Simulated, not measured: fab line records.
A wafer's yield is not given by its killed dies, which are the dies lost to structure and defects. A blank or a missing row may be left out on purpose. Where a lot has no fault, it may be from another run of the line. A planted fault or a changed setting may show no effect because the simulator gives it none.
Chamber matching / flow n5_finfet / N5_BEOL_M13_DESCUM_15 on rie_diel-03: 4 sister chambers
The step chemistry O2, time 7.9 s. 8 wafers are shown with their chamber, then 8 later ones without.

== EACH WAFER AND ITS CHAMBER ==
wafer=L080.2; chamber=3; showerhead_plenum_p_Torr (Torr)=2.22; drypump_motor_current_A (A)=5.7
wafer=L083.3; chamber=3; showerhead_plenum_p_Torr (Torr)=2.22; drypump_motor_current_A (A)=5.6
wafer=L083.4; chamber=0; showerhead_plenum_p_Torr (Torr)=2.08; drypump_motor_current_A (A)=5.9
wafer=L083.5; chamber=1; showerhead_plenum_p_Torr (Torr)=1.99; drypump_motor_current_A (A)=6.0
wafer=L082.2; chamber=2; showerhead_plenum_p_Torr (Torr)=2.11; drypump_motor_current_A (A)=5.0
wafer=L082.3; chamber=0; showerhead_plenum_p_Torr (Torr)=2.08; drypump_motor_current_A (A)=5.9
wafer=L082.6; chamber=2; showerhead_plenum_p_Torr (Torr)=2.11; drypump_motor_current_A (A)=5.0
wafer=L084.1; chamber=1; showerhead_plenum_p_Torr (Torr)=1.98; drypump_motor_current_A (A)=6.0

== WAFERS WITHOUT THEIR CHAMBER ==
wafer=L084.2; showerhead_plenum_p_Torr (Torr)=2.08; drypump_motor_current_A (A)=5.9
wafer=L084.5; showerhead_plenum_p_Torr (Torr)=1.99; drypump_motor_current_A (A)=6.0
wafer=L089.2; showerhead_plenum_p_Torr (Torr)=2.08; drypump_motor_current_A (A)=5.9
wafer=L089.4; showerhead_plenum_p_Torr (Torr)=2.21; drypump_motor_current_A (A)=5.6
wafer=L089.6; showerhead_plenum_p_Torr (Torr)=2.08; drypump_motor_current_A (A)=5.9
wafer=L092.1; showerhead_plenum_p_Torr (Torr)=2.21; drypump_motor_current_A (A)=5.6
wafer=L092.2; showerhead_plenum_p_Torr (Torr)=1.98; drypump_motor_current_A (A)=6.0
wafer=L092.4; showerhead_plenum_p_Torr (Torr)=2.07; drypump_motor_current_A (A)=5.9

== THE CHAMBER EACH PASSED THROUGH ==
wafer=L084.2; from the rows above=0; in truth=0
wafer=L084.5; from the rows above=1; in truth=1
wafer=L089.2; from the rows above=0; in truth=0
wafer=L089.4; from the rows above=3; in truth=3
wafer=L089.6; from the rows above=0; in truth=0
wafer=L092.1; from the rows above=3; in truth=3
wafer=L092.2; from the rows above=1; in truth=1
wafer=L092.4; from the rows above=0; in truth=0
Correctly placed: 8 of 8. From these rows, 0 cannot be placed. Number placed wrongly: 0.
How it was worked out, from the rows above alone: a wafer's distance from a chamber is the root of the sum, over the readings, of the square of ((its reading less the chamber's mean) divided by the reading's scatter). The wafer belongs to the nearest chamber; if the next one is less than 2 further off, it can't be placed. A chamber's mean is the mean of its shown wafers. The scatter: the root of (the sum of the squares of (reading less its chamber's mean) over the shown wafers, divided by (wafers less chambers)).
